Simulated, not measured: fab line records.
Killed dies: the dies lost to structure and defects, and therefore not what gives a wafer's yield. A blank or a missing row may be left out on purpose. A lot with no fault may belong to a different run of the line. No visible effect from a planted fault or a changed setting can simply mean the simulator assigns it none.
A single fault, viewed from 2 desks / flow nand_harc / each desk holds nothing but its own numbers, with what lay behind them at the end

THE DEFECT DESK
What the inspections along the route counted, lot by lot: means of the sampled wafers that have a number. Marked OUT: a lot whose mean sits more than 4 standard deviations from the usual mean, which makes it out of limits; the brackets give that distance.
Columns: A = raw_defect_count at NHARC_A_CHANNEL_FILL_D2_INSPECT_13, usual 382
lot=L376; first seen here=day 15 12:43; A=345
lot=L377; first seen here=day 15 12:45; A=315
lot=L380; first seen here=day 16 23:14; A=370
lot=L379; first seen here=day 17 05:29; A=401
lot=L382; first seen here=day 17 20:32; A=433
lot=L389; first seen here=day 21 20:30; A=543
lot=L391; first seen here=day 21 23:50; A=502
lot=L390; first seen here=day 21 23:53; A=413
lot=L392; first seen here=day 22 16:14; A=394
lot=L393; first seen here=day 22 16:14; A=287
lot=L394; first seen here=day 23 07:41; A=441
lot=L395; first seen here=day 23 11:50; A=332
lot=L397; first seen here=day 24 18:31; A=373
Finding of this desk: none of the 13 lots has anything out of limits.

AT THE TOOL OWNER'S DESK: rie_diel-05
The tool's own readings at NHARC_A_STAIRCASE_ETCH_170 (etches the open film in C4F6/O2, target depth 200 nm, time 66.667 s): means of the sampled wafers that have a number, for each lot that ran on this tool. Marked OUT: a lot whose mean sits more than 4 standard deviations from the usual mean, which makes it out of limits; the brackets give that distance.
Columns: A = drypump_motor_current_A at NHARC_A_STAIRCASE_ETCH_170, usual 5.6 A; B = oes_product_au at NHARC_A_STAIRCASE_ETCH_170, usual 0.979 a.u.; C = rf_vpp_V at NHARC_A_STAIRCASE_ETCH_170, usual 547 V; D = showerhead_plenum_p_Torr at NHARC_A_STAIRCASE_ETCH_170, usual 3.92 Torr; E = throttle_valve_pct at NHARC_A_STAIRCASE_ETCH_170, usual 26.903 %
lot=L376; first seen here=day 15 14:05; A=5.7; B=0.984; C=544; D=3.81; E=26.909
lot=L379; first seen here=day 17 06:44; A=5.7; B=0.876 (-6.8) OUT; C=544; D=3.81; E=26.901
lot=L389; first seen here=day 21 21:59; A=5.8; B=0.980; C=546; D=3.86; E=26.899
lot=L391; first seen here=day 22 01:06; A=5.8; B=0.996; C=545; D=3.86; E=26.908
lot=L390; first seen here=day 22 01:16; A=5.8; B=0.972; C=546; D=3.86; E=26.912
lot=L394; first seen here=day 23 08:57; A=5.3; B=0.978; C=545; D=3.82; E=26.905
lot=L397; first seen here=day 24 19:48; A=5.8; B=0.974; C=543; D=3.78; E=26.894
This desk finds L379 out of limits, L379 being first, at day 17 06:44 (oes_product_au at NHARC_A_STAIRCASE_ETCH_170). L376, L389, L391, L390, L394, L397 stayed within limits.

TAKEN TOGETHER
An alarm could have come from the tool owner's desk at day 17 06:44, on L379.
Nothing the defect desk looked at was out of limits.
The defect desk has L379 on record, within its limits.
Every lot named ran NHARC_A_STAIRCASE_ETCH_170 on rie_diel-05.

WHAT THE SIMULATOR HAD PUT IN
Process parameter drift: rie_diel-05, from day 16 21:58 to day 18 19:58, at NHARC_A_STAIRCASE_ETCH_170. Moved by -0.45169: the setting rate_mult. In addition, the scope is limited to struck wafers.
Struck lots among those shown: L379.
Time in hours from fault onset to the first out-of-limits reading at each desk: the tool owner's desk, 9.
